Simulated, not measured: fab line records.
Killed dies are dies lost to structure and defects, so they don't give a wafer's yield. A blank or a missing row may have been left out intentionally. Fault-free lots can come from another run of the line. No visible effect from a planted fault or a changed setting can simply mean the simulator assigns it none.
Matching of chambers :: flow n5 finfet :: 4 sister chambers for N5_STI_FIN_REVEAL_ALD_14 on ald sin-03
The step deposits Si3N4, target thk 3 nm. 16 wafers are shown with their chamber, then 8 later ones without.

## WAFERS WITH THEIR CHAMBER
wafer: L076.2
chamber: 0
heater power w (W): 895

wafer: L076.4
chamber: 2
heater power w (W): 905

wafer: L076.5
chamber: 2
heater power w (W): 922

wafer: L084.2
chamber: 1
heater power w (W): 896

wafer: L084.5
chamber: 2
heater power w (W): 944

wafer: L084.6
chamber: 3
heater power w (W): 796

wafer: L085.3
chamber: 0
heater power w (W): 887

wafer: L085.4
chamber: 3
heater power w (W): 819

wafer: L085.6
chamber: 0
heater power w (W): 886

wafer: L086.2
chamber: 1
heater power w (W): 887

wafer: L086.4
chamber: 0
heater power w (W): 910

wafer: L086.5
chamber: 2
heater power w (W): 952

wafer: L088.4
chamber: 0
heater power w (W): 895

wafer: L088.5
chamber: 2
heater power w (W): 924

wafer: L088.6
chamber: 1
heater power w (W): 907

wafer: L089.1
chamber: 1
heater power w (W): 890

SIGNATURES, as means of the wafers listed above
reading: heater power w
chamber 0: 894.60
chamber 1: 895.00
chamber 2: 929.40
chamber 3: 807.50
scatter within a chamber: 13.8
Rule: for each reading, subtract the chamber's mean from the wafer's reading, divide by that reading's scatter and square the result; add these up over the readings and take the root, which gives the wafer's distance from the chamber. The wafer belongs to the nearest chamber; if the next one is less than 2 further off, it can't be placed. The scatter is the square root of a quotient: the sum, over the shown wafers, of each reading's squared deviation from its chamber's mean, divided by wafers minus chambers.

## WAFERS WITHOUT THEIR CHAMBER
wafer: L089.3
heater power w (W): 953

wafer: L089.4
heater power w (W): 797

wafer: L094.1
heater power w (W): 910

wafer: L094.2
heater power w (W): 787

wafer: L094.6
heater power w (W): 897

wafer: L097.4
heater power w (W): 949

wafer: L097.5
heater power w (W): 900

wafer: L097.6
heater power w (W): 876

## CHAMBER TAKEN BY EACH
wafer: L089.3
from the rows above: 2
in truth: 2

wafer: L089.4
from the rows above: 3
in truth: 3

wafer: L094.1
from the rows above: can't be placed: 1 or 0 or 2
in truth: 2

wafer: L094.2
from the rows above: 3
in truth: 3

wafer: L094.6
from the rows above: can't be placed: 1 or 0
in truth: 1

wafer: L097.4
from the rows above: 2
in truth: 2

wafer: L097.5
from the rows above: can't be placed: 1 or 0 or 2
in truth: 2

wafer: L097.6
from the rows above: can't be placed: 0 or 1
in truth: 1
Placed correctly: 4 of 8. From these rows, 4 cannot be placed; in 4 the true chamber is one of the candidates. Wrongly placed: 0.
